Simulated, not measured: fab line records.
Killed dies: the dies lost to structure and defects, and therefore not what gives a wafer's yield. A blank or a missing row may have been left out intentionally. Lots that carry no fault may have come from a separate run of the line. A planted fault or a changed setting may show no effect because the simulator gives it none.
fab line records -- flow n5Finfet
record lots=11, wafers=33, lastDay=17
route steps=1938 shown FIN_CUT@176 STI_FIN_REVEAL@187 PASSIVATION@1936
lots that met no fault: from a run of the same line without faults
startH: the number of hours between the record's first day and the start of the first shown wafer of the lot -- waitH: time in hours since the lot's previous step -- " repeats the value in the row above -- L1.1+2: a row that stands for several wafers -- - no value present, or no start provided -- * or withheld: withheld -- < > ~ a bound
route shown NAME@n: names a module that has steps shown in the file, with the first one's number in the route -- usual: mean/standard deviation of fault-free wafers -- same: alike in all rows -- chamber/n: place in a boat -- sites: per-site readings -- _std_site: their standard deviation -- _edge_site: inner sites' mean taken away from outer sites' mean -- radiusMm: how far each site lies from the wafer's centre -- mask NAME#n: copy n -- behind: the most recent tool/chamber to have shaped the wafer -- hold: cause of the lot's hold/its duration in hours/its outcome -- device: the n, p or np transistor that did not switch -- end of line: tests run on the same wafers once the route is complete -- where a step has no rows: the recipe by itself -- killed: at the first sort, the dies lost to defects and structure; wafer yield is something else -- map: shows each die of a wafer: x if killed, . if not, _ if none is there
set.NAME: the setting the step ran with; set.NAME@STEP: the setting that earlier step ran with -- model.NAME: the simulator's own value behind a step, which no gauge read
a sample of lots followed through the steps of the route, with each step as a table and each wafer as a row
services: when a tool's chamber went out of use (startH, in hours from the record's first day, below 0 if earlier), for how many hours, and the reason
## steps
# step N5_FIN_CUT_CUT_ETCH_15
# recipe chemistry=HBr/Cl2/O2, target=Si, targetDepthA=1000, btTimeS=10, maskMaterial=SOC, timeS=42.4, ionEnergyEv=*, biasW=*, pressureMtorr=10, icpW=800, HBr_flow_sccm=150, Cl2_flow_sccm=80, O2_flow_sccm=12
# usual drypumpMotorCurrentA=5.9/0.4, oesProductAu=0.998/0.011, throttleValvePct=37.31/0.2
lot.wafer,tool,chamber,startH,waitH,drypumpMotorCurrentA,oesProductAu,rfHoursCounterH,throttleValvePct
L826.4,rieSi-03,0,28.68,0.0,4.9,1.005,78,37.14
L826.5,rieSi-03,3,28.68,0.0,5.8,1.009,-,36.99
L826.6,rieSi-03,2,28.68,0.0,5.8,1.002,-,37.64
L827.1,rieSi-05,1,34.44,0.1,6.3,0.987,137,37.37
L827.3,rieSi-05,3,34.44,0.1,6.0,1.009,123,37.47
L827.6,rieSi-05,3,34.44,0.1,6.1,1.012,-,37.48
L830.1,rieSi-05,2,51.26,0.1,6.1,0.997,193,37.27
L830.3,rieSi-05,3,51.26,0.1,6.1,1.007,123,37.48
L830.5,rieSi-05,2,51.26,0.1,6.1,1.003,-,37.27
L833.3,rieSi-05,2,69.53,0.0,6.0,1.009,193,37.27
L833.4,rieSi-05,3,69.53,0.0,6.1,1.014,123,37.47
L833.5,rieSi-05,3,69.53,0.0,6.1,1.014,-,37.47
L834.2,rieSi-05,1,77.82,0.1,6.3,0.986,138,37.38
L834.3,rieSi-05,2,77.82,0.1,6.0,1.000,193,37.26
L834.6,rieSi-05,1,77.82,0.1,6.3,0.985,-,37.38
L835.3,rieSi-04,3,84.53,0.0,6.2,0.977,6,36.80
L835.4,rieSi-04,1,84.53,0.0,4.8,0.980,111,37.33
L835.5,rieSi-04,1,84.53,0.0,4.8,0.975,-,37.33
L836.4,rieSi-03,0,87.80,0.0,4.9,0.991,79,37.14
L836.5,rieSi-03,3,87.80,0.0,5.9,1.009,-,37.00
L836.6,rieSi-03,2,87.80,0.0,5.8,1.006,-,37.65
L840.1,rieSi-05,1,114.28,0.1,6.2,0.987,138,37.38
L840.4,rieSi-05,3,114.28,0.1,6.1,1.011,124,37.47
L840.5,rieSi-05,0,114.28,0.1,6.0,0.996,-,37.37
L842.3,rieSi-05,3,122.99,0.0,6.1,1.003,124,37.48
L842.4,rieSi-05,0,122.99,0.0,6.0,0.991,46,37.35
L842.6,rieSi-05,3,122.99,0.0,6.1,1.009,-,37.48
L848.3,rieSi-03,2,163.17,0.0,5.8,1.003,36,37.62
L848.4,rieSi-03,0,163.17,0.0,4.9,1.010,80,37.14
L848.6,rieSi-03,2,163.17,0.0,5.8,1.005,-,37.63
L849.2,rieSi-04,3,168.16,0.1,6.2,0.975,8,36.81
L849.3,rieSi-04,1,168.16,0.1,4.8,0.981,113,37.33
L849.6,rieSi-04,3,168.16,0.1,6.2,0.974,-,36.79
# step N5_FIN_CUT_CUT_ETCH_28
# recipe chemistry=HBr/Cl2/O2, target=Si, targetDepthA=60, maskMaterial=SOC, timeS=2.4, ionEnergyEv=*, biasW=*, pressureMtorr=10, icpW=800, HBr_flow_sccm=150, Cl2_flow_sccm=80, O2_flow_sccm=12
# usual drypumpMotorCurrentA=5.9/0.4, oesProductAu=0.998/0.011, throttleValvePct=37.30/0.21
lot.wafer,tool,chamber,startH,waitH,drypumpMotorCurrentA,oesProductAu,rfHoursCounterH,throttleValvePct
L826.4,rieSi-03,0,28.74,0.0,4.9,1.000,78,37.14
L826.5,rieSi-03,3,28.74,0.0,5.9,1.004,-,37.00
L826.6,rieSi-03,2,28.74,0.0,5.8,0.998,-,37.63
L827.1,rieSi-05,1,34.49,0.0,6.3,0.986,137,37.38
L827.3,rieSi-05,3,34.49,0.0,6.1,1.015,123,37.46
L827.6,rieSi-05,3,34.49,0.0,6.1,1.009,-,37.46
L830.1,rieSi-05,2,51.32,0.0,6.0,1.003,193,37.28
L830.3,rieSi-05,3,51.32,0.0,6.1,1.019,123,37.46
L830.5,rieSi-05,2,51.32,0.0,6.1,0.999,-,37.27
L833.3,rieSi-05,2,69.58,0.0,6.1,1.000,193,37.28
L833.4,rieSi-05,3,69.58,0.0,6.1,1.015,123,37.48
L833.5,rieSi-05,3,69.58,0.0,6.1,1.009,-,37.47
L834.2,rieSi-05,1,77.88,0.0,6.3,0.993,138,37.39
L834.3,rieSi-05,2,77.88,0.0,6.1,1.006,193,37.29
L834.6,rieSi-05,1,77.88,0.0,6.3,0.995,-,37.39
L835.3,rieSi-04,3,84.59,0.0,6.1,0.975,6,36.78
L835.4,rieSi-04,1,84.59,0.0,4.8,0.986,111,37.33
L835.5,rieSi-04,1,84.59,0.0,4.8,0.987,-,37.32
L836.4,rieSi-03,0,87.85,0.0,4.9,1.006,79,37.15
L836.5,rieSi-03,3,87.85,0.0,5.8,1.005,-,36.97
L836.6,rieSi-03,2,87.85,0.0,5.8,1.004,-,37.62
L840.1,rieSi-05,1,114.34,0.0,6.3,0.987,138,37.38
L840.4,rieSi-05,3,114.34,0.0,6.1,1.020,124,37.48
L840.5,rieSi-05,0,114.34,0.0,6.0,0.993,-,37.35
L842.3,rieSi-05,3,123.05,0.0,6.1,1.015,124,37.48
L842.4,rieSi-05,0,123.05,0.0,6.0,0.986,46,37.35
L842.6,rieSi-05,3,123.05,0.0,6.1,1.016,-,37.48
L848.3,rieSi-03,2,163.22,0.0,5.8,0.997,36,37.63
L848.4,rieSi-03,0,163.22,0.0,4.9,0.995,80,37.14
L848.6,rieSi-03,2,163.22,0.0,5.8,0.998,-,37.63
L849.2,rieSi-04,3,168.21,0.0,6.1,0.972,8,36.79
L849.3,rieSi-04,1,168.21,0.0,4.8,0.980,113,37.32
L849.6,rieSi-04,3,168.21,0.0,6.1,0.973,-,36.78
# step N5_STI_FIN_REVEAL_CMP_04
# recipe stopOn=Si3N4, tOverpolishS=4, downForcePsi=2, platenRpm=54.18, postCmpClean=alkalineBrush, padVelocityMS=1.078, targetThkNm=131.83
# usual motorCurrentA=8.1/0.83, overpolishRunS=4.000/0.0094, timeToEndpointS=107/4.1
# same tOverpolishS=4
lot.wafer,tool,chamber,startH,waitH,motorCurrentA,overpolishRunS,timeToEndpointS
L826.4,cmp-02,3,34.24,0.1,8.0,4.008,104
L826.5,cmp-02,2,34.24,0.1,7.8,3.995,99
L826.6,cmp-02,3,34.24,0.1,7.4,3.999,107
L827.1,cmp-03,3,40.51,0.0,9.1,4.007,103
L827.3,cmp-03,1,40.51,0.0,8.1,4.004,104
L827.6,cmp-03,3,40.51,0.0,8.5,3.987,102
L830.3,cmp-04,1,57.32,0.1,8.3,3.994,111
L830.1,cmp-04,3,57.32,0.1,7.4,3.993,105
L830.5,cmp-04,0,57.32,0.1,10.1,3.992,108
L833.4,cmp-04,0,74.95,0.0,10.5,4.003,110
L833.3,cmp-04,3,74.95,0.0,6.9,3.991,107
L833.5,cmp-04,1,74.95,0.0,8.9,3.997,106
L834.2,cmp-02,0,83.35,0.1,6.8,3.999,104
L834.3,cmp-02,1,83.35,0.1,8.5,4.008,103
L834.6,cmp-02,2,83.35,0.1,7.8,3.988,96
L835.3,cmp-04,2,90.03,0.1,7.6,3.991,104
L835.4,cmp-04,0,90.03,0.1,10.1,4.002,106
L835.5,cmp-04,2,90.03,0.1,7.7,4.000,104
L836.4,cmp-03,3,94.18,0.1,8.4,4.009,106
L836.5,cmp-03,0,94.18,0.1,8.4,3.999,105
L836.6,cmp-03,1,94.18,0.1,8.8,3.988,106
L840.1,cmp-03,3,119.83,0.0,8.3,4.006,112
L840.4,cmp-03,2,119.83,0.0,7.9,3.998,116
L840.5,cmp-03,3,119.83,0.0,8.9,4.012,109
L842.3,cmp-03,0,128.40,0.0,8.2,4.000,110
L842.4,cmp-03,2,128.40,0.0,7.7,3.991,111
L842.6,cmp-03,0,128.40,0.0,7.8,4.012,110
L848.3,cmp-03,2,169.72,0.1,8.0,4.005,106
L848.4,cmp-03,0,169.72,0.1,8.3,4.008,110
L848.6,cmp-03,2,169.72,0.1,8.1,4.008,111
L849.3,cmp-02,2,173.61,0.0,7.9,3.988,102
L849.2,cmp-02,1,173.61,0.0,8.6,3.995,104
L849.6,cmp-02,3,173.61,0.0,8.3,3.993,107
# step N5_STI_FIN_REVEAL_PRECLEAN_17
# recipe chemistry=NF3:NH3, afsCycles=1, tempC=30, timeS=20, sublimationTempC=180, sublimationTimeS=60, pressureTorr=3, rfPowerW=30
# usual timeS=20/0
lot.wafer,tool,chamber,startH,waitH,timeS
L826.4,remotePlasma-01,1,37.33,0.1,20
L826.5,remotePlasma-01,1,37.33,0.1,20
L826.6,remotePlasma-01,1,37.33,0.1,20
L827.1,remotePlasma-02,0,43.32,0.0,20
L827.3,remotePlasma-02,0,43.32,0.0,20
L827.6,remotePlasma-02,0,43.32,0.0,20
L830.1,remotePlasma-01,1,59.96,0.0,20
L830.3,remotePlasma-01,1,59.96,0.0,20
L830.5,remotePlasma-01,1,59.96,0.0,20
L833.3,remotePlasma-02,0,77.71,0.1,20
L833.4,remotePlasma-02,0,77.71,0.1,20
L833.5,remotePlasma-02,0,77.71,0.1,20
L834.2,remotePlasma-01,1,85.99,0.1,20
L834.3,remotePlasma-01,1,85.99,0.1,20
L834.6,remotePlasma-01,1,85.99,0.1,20
L835.3,remotePlasma-02,1,93.03,0.1,20
L835.4,remotePlasma-02,1,93.03,0.1,20
L835.5,remotePlasma-02,1,93.03,0.1,20
L836.4,remotePlasma-02,0,96.90,0.1,20
L836.5,remotePlasma-02,0,96.90,0.1,20
L836.6,remotePlasma-02,0,96.90,0.1,20
L840.1,remotePlasma-02,0,122.50,0.0,20
L840.4,remotePlasma-02,0,122.50,0.0,20
L840.5,remotePlasma-02,0,122.50,0.0,20
L842.3,remotePlasma-01,0,131.16,0.1,20
L842.4,remotePlasma-01,0,131.16,0.1,12.079
L842.6,remotePlasma-01,0,131.16,0.1,20
L848.3,remotePlasma-02,1,172.41,0.1,20
L848.4,remotePlasma-02,1,172.41,0.1,20
L848.6,remotePlasma-02,1,172.41,0.1,20
L849.2,remotePlasma-02,1,176.32,0.1,20
L849.3,remotePlasma-02,1,176.32,0.1,20
L849.6,remotePlasma-02,1,176.32,0.1,20
# step N5_STI_FIN_REVEAL_FIN_H_MEAS_10
# usual trenchDepthNm=52.0/0.54
lot.wafer,tool,chamber,startH,waitH,trenchDepthNm
L826.4,ocd-01,-,38.10,0.0,52.2
L826.5,ocd-01,-,38.10,0.0,52.4
L826.6,ocd-01,-,38.10,0.0,51.8
L827.1,ocd-02,-,44.13,0.0,51.5
L827.3,ocd-02,-,44.13,0.0,51.3
L827.6,ocd-02,-,44.13,0.0,51.5
L830.1,ocd-01,-,60.77,0.0,51.2
L830.3,ocd-01,-,60.77,0.0,52.1
L830.5,ocd-01,-,60.77,0.0,52.1
L833.3,ocd-02,-,78.47,0.0,52.5
L833.4,ocd-02,-,78.47,0.0,52.0
L833.5,ocd-02,-,78.47,0.0,52.5
L834.2,ocd-02,-,87.17,0.0,51.5
L834.3,ocd-02,-,87.17,0.0,52.2
L834.6,ocd-02,-,87.17,0.0,52.1
L835.3,ocd-01,-,93.84,0.0,52.2
L835.4,ocd-01,-,93.84,0.0,52.0
L835.5,ocd-01,-,93.84,0.0,52.4
L836.4,ocd-01,-,97.96,0.0,52.0
L836.5,ocd-01,-,97.96,0.0,52.1
L836.6,ocd-01,-,97.96,0.0,51.2
L840.1,ocd-02,-,123.31,0.0,52.6
L840.4,ocd-02,-,123.31,0.0,52.4
L840.5,ocd-02,-,123.31,0.0,52.4
L842.3,ocd-02,-,131.92,0.0,51.5
L842.4,ocd-02,-,131.92,0.0,49.8
L842.6,ocd-02,-,131.92,0.0,51.6
L848.3,ocd-01,-,173.16,0.0,53.2
L848.4,ocd-01,-,173.16,0.0,52.7
L848.6,ocd-01,-,173.16,0.0,52.9
L849.2,ocd-02,-,177.10,0.0,51.6
L849.3,ocd-02,-,177.10,0.0,51.6
L849.6,ocd-02,-,177.10,0.0,52.3
# step N5_PASSIVATION_PROBE_49
# usual killed_at_M0_to_M3=35/11, killed_at_M4_up=14/5.4, killedAtContacts=12/6.2, killedAtFrontEnd=38/11, killedAtOther=4.1/2.8, killedDies=103/17, killedOpen=66/13, killedShort=34/8.2
# same grossDies=1180, killedAtBackSide=0
lot.wafer,tool,chamber,startH,waitH,killed_at_M0_to_M3,killed_at_M4_up,killedAtContacts,killedAtFrontEnd,killedAtOther,killedDies,killedOpen,killedShort
L835.3,prober-01,-,334.87,0.1,24,13,26,54,2,119,76,39
L835.4,prober-01,-,334.92,0.2,23,15,22,43,3,106,69,34
L835.5,prober-01,-,334.97,0.2,25,14,18,36,2,95,64,28
# killed by level:class
L835.3 MOL_CONTACT_COAG:geometricParticle:open=23 FIN_SAQP:geometricParticle:open=15 FIN_SAQP:geometricParticle:short=13 BEOL_M0_SAQP:geometricParticle:short=7 GATE_CUT:geometricParticle:open=6 STI_FIN_REVEAL:geometricParticle:open=5 BEOL_M4:geometricParticle:open=4 BEOL_M3:geometricParticle:open=4
L835.4 MOL_CONTACT_COAG:geometricParticle:open=14 STI_FIN_REVEAL:geometricParticle:open=11 MOL_CONTACT_COAG:geometricParticle:short=8 BEOL_M4:geometricParticle:open=8 FIN_SAQP:geometricParticle:open=7 FIN_SAQP:geometricParticle:short=6 BEOL_M2:geometricParticle:open=6 STI_FIN_REVEAL:geometricParticle:short=4
L835.5 MOL_CONTACT_COAG:geometricParticle:open=13 BEOL_M4:geometricParticle:open=10 DUMMY_GATE:geometricParticle:open=7 STI_FIN_REVEAL:geometricParticle:open=6 BEOL_M3:geometricParticle:short=6 BEOL_M1:geometricParticle:open=5 GATE_CUT:geometricParticle:open=4 MOL_CONTACT_COAG:geometricParticle:short=4
## services
tool,chamber,startH,hours,kind
cmp-03,-,14.56,24.4,pm
cmp-03,-,59.58,2.0,repair
cmp-02,-,68.71,4.2,repair
cmp-04,-,83.04,4.6,repair
cmp-02,-,93.50,4.2,repair
cmp-03,-,103.29,3.8,repair
cmp-03,-,107.12,5.7,pm
cmp-04,-,123.60,3.2,repair
cmp-03,-,123.72,1.0,repair
remotePlasma-02,-,127.51,0.5,repair
cmp-03,-,143.32,18.2,repair
rieSi-04,1,143.87,14.4,repair
rieSi-05,2,144.24,-,clean
rieSi-05,2,144.24,-,consumableReplace:esc
rieSi-05,2,144.24,19.6,scheduledDown
rieSi-05,2,144.24,19.6,ventCycle
rieSi-03,2,145.46,1.2,repair
cmp-04,-,148.38,1.8,repair
rieSi-04,2,158.26,-,clean
remotePlasma-01,-,166.73,5.1,repair
rieSi-05,0,170.73,16.1,repair
cmp-03,-,171.73,4.0,pm
cmp-03,-,175.73,-,consumableReplace:conditioner
cmp-03,-,175.73,-,consumableReplace:pad
## key
firstSign step=N5_STI_FIN_REVEAL_PRECLEAN_17, reading=timeS, direction=down, sigmas=99+, usual=*, struck=*
effect step=N5_STI_FIN_REVEAL_FIN_H_MEAS_10, reading=trenchDepthNm, direction=down, sigmas=4.2, usual=52.0, struck=49.8
metAt N5_STI_FIN_REVEAL_PRECLEAN_17
struckLots L842
struckWafers L842.4
testerLeftOut L842
notActingAt N5_FIN_CUT_CUT_ETCH_15,N5_FIN_CUT_CUT_ETCH_28,N5_STI_FIN_REVEAL_CMP_04
onsetBetween 85.99 131.16
fault kind=processParameterDrift, tool=remotePlasma-01, chamber=-, onsetH=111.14, steps=N5_STI_FIN_REVEAL_PRECLEAN_17, channel=timeS, offset=*, shape=step, endH=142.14, scope=struckWafersOnly, actsIn=*, stated=*
# testerLeftOut: of these lots the tester's yield and bins aren't shown, on N5 and GAA mostly nor the transistor test; their killed dies are dies lost to structure and defects alone, not to doping, threshold or leakage, so they don't give the yield
